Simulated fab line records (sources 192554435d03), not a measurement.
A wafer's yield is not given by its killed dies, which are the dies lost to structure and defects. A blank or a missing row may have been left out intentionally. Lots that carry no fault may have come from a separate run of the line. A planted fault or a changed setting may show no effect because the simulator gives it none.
Struck lot and sound lot, side by side + flow n5-finfet + 16 out of 1938 route steps
Sound: wafers L819.2, L819.3, L819.6. Wafers L823.1, L823.2, L823.6 were the ones struck. The cause is given at the end.
At each step with rows: each side's tool, then ch and its chambers, then its first start. Under that, the readings that differ: sound wafers + struck wafers + difference of the means + sigmas: that difference in standard deviations of wafers without a fault.
alike: same words and numbers on both sides, and readings whose means sit less than 2 such deviations apart. not compared: any withheld reading, any reading some wafer has no value for, any bound like >300 that may hide the same value, and any number with overlapping values for which the record gives no deviation.
Wherever a step has rows on one side only, a row that says differs or no value, or a row with sigmas, the two part there. When numbers do not overlap yet have no deviation, they are printed without sigmas and do not part them. A reading that every wafer of one side lacks parts them only if that side has two wafers or more.

first, 3 steps without rows for these wafers: N5_HKMG_FIN_WET_ETCH_65 (etches a-Si in TMAH, stops on TiN, time 49 s, target depth 3 nm); N5_HKMG_FIN_WET_ETCH_81 (etches TiN in SC1, stops on HfO2, time 57 s, target depth 6 nm); N5_HKMG_FIN_WET_ETCH_82 (etches La2O3 in dHCl, stops on HfO2, target depth 2 nm, rinse time 30 s).
N5_HKMG_FIN_ALD_36: deposits TiN, target thk 1 nm, pulse time 1 s, purge time 3 s.
  sound on ald-metal-03 ch 1,2, day 5 19:20; struck on ald-metal-02 ch 0,3, day 7 05:05
  alike: heater-power-w, precursor-pulse-height-rel
N5_HKMG_FIN_THK_MEAS_70: measures by xrf.
  struck on film-metro-01, day 7 05:22; sound on film-metro-02, day 5 19:37
  alike: HK_THK
N5_HKMG_FIN_PWFM_ALD_03: deposits TiN, target thk 2 nm, pulse time 1 s, purge time 3 s.
  sound on ald-metal-01 ch 0,1,3, day 5 19:40; struck on ald-metal-03 ch 1,2,3, day 7 05:24
  alike: heater-power-w, precursor-pulse-height-rel
then, 6 steps without rows for these wafers: N5_HKMG_FIN_COAT_29 (time 60 s, resist thk 300 nm); N5_HKMG_FIN_COAT_30 (time 60 s, resist thk 35 nm); N5_HKMG_FIN_COAT_06 (resist thk 90 nm); N5_HKMG_FIN_EBR_08; N5_HKMG_FIN_SOFTBAKE_07 (time 60 s); N5_HKMG_FIN_EXPOSE_09 (exposes mask NWFM).
N5_HKMG_FIN_PEB_10: peb time 60 s.
  sound on litho-track-02 ch 0, day 5 20:26; struck on litho-track-03 ch 0, day 7 06:02
then, 1 step without rows for these wafers: N5_HKMG_FIN_DEVELOP_11 (develop time 30 s).
N5_HKMG_FIN_CD_MEAS_12 targets a cd of 92.8 nm.
  sound on cd-sem-01 ch 0, day 5 20:30; struck on cd-sem-01 ch 0, day 7 06:07
| reading    | sound          | struck         | difference | sigmas |
|------------|----------------|----------------|------------|--------|
| cd-nm (nm) | 93.4 92.7 93.4 | 75.4 74.9 74.6 | -18.2      | -37    |
N5_HKMG_FIN_OVL_MEAS_13:
  sound on overlay-01 ch 0, day 5 20:32; struck on overlay-02 ch 0, day 7 06:08
  alike: NWFM_OVL

## WHERE THEY PART
At N5_HKMG_FIN_CD_MEAS_12 and nowhere else, as far as this record goes. Later steps at which nothing parts them and some readings are alike: N5_HKMG_FIN_OVL_MEAS_13.

WHY: what the simulator had put in
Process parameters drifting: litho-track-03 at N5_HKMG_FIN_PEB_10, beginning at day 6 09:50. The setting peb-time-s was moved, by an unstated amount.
